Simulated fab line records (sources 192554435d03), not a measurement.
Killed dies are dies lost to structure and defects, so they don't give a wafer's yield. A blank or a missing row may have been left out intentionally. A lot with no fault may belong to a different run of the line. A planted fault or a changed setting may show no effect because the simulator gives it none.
Which of the tools did it?    flow n5-finfet    Sampling: 10 lots, 30 wafers, 3 of 1938 route steps

== WHAT THE GAUGES SHOWED, per wafer ==
N5_BEOL_M7_CD_MEAS_28: the cd target is 40 nm.
lot   measured      on         cd-nm (nm)
L539  day 10 13:47  cd-sem-01  39.56 39.43 40.27
L541  day 11 03:11  cd-sem-01  39.92 39.91 39.57
L547  day 11 15:46  cd-sem-01  40.17 40.79 40.07
L543  day 11 18:46  cd-sem-02  39.48 40.40 39.53
L545  day 12 00:10  cd-sem-03  40.09 39.74 40.06
L544  day 12 05:21  cd-sem-02  40.00 39.84 39.83
L546  day 12 14:46  cd-sem-01  39.82 40.01 39.73
L555  day 14 12:24  cd-sem-01  38.40 39.75 40.02
L558  day 14 21:48  cd-sem-02  40.02 39.82 39.99
L559  day 15 01:48  cd-sem-03  40.10 39.93 39.86

== WHAT TOOL EACH LOT RAN ON (gives the tool, then ch and the chambers of the sampled wafers, and finally the start) ==
lot   N5_BEOL_M7_ETCH_62                  N5_BEOL_M7_EXPOSE_25
L539  rie-diel-05 ch 0,1, day 10 12:14    euv-scanner-02 ch 0, day 10 13:40
L541  rie-diel-04 ch 1,2, day 10 22:26    euv-scanner-01 ch 0, day 11 03:03
L547  rie-diel-05 ch 2,3, day 11 14:25    euv-scanner-02 ch 0, day 11 15:38
L543  rie-diel-05 ch 2,3, day 11 17:15    euv-scanner-02 ch 0, day 11 18:38
L545  rie-diel-04 ch 0,1,3, day 11 20:12  euv-scanner-01 ch 0, day 12 00:02
L544  rie-diel-04 ch 1,2, day 12 01:09    euv-scanner-02 ch 0, day 12 05:13
L546  rie-diel-05 ch 0,1, day 12 11:28    euv-scanner-02 ch 0, day 12 14:39
L555  rie-diel-05 ch 0,3, day 14 10:38    euv-scanner-02 ch 0, day 14 12:16
L558  rie-diel-04 ch 1,2,3, day 14 20:05  euv-scanner-01 ch 0, day 14 21:40
L559  rie-diel-04 ch 2,3, day 15 00:41    euv-scanner-01 ch 0, day 15 01:41
- N5_BEOL_M7_ETCH_62: etches SOC in N2/H2, target depth 110 nm, overetch 22 nm, time 165 s.
- N5_BEOL_M7_EXPOSE_25: exposes mask V6, target cd 40 nm.

== THE ANSWER, worked out from the rows above alone ==
Rule: what is usual is taken from the lots themselves. Put in order of their means at a reading, lots are off if they are a third of the lots or fewer, leave a main group of 4 or more, and stand apart from it by a gap of 3 or more times the standard deviation of the main group's means; of several such gaps the widest counts. A main group is skipped when, at the precision printed for the reading in the tables above, its means are all equal. A lot without any number at a reading at which 4 lots or more have one is off too. Where the step has rows for the other lots, those lots are counted as sound.
Across all readings shown, no lot is off: no conclusion can be drawn from this.

== WHAT WAS PUT IN BY THE SIMULATOR ==
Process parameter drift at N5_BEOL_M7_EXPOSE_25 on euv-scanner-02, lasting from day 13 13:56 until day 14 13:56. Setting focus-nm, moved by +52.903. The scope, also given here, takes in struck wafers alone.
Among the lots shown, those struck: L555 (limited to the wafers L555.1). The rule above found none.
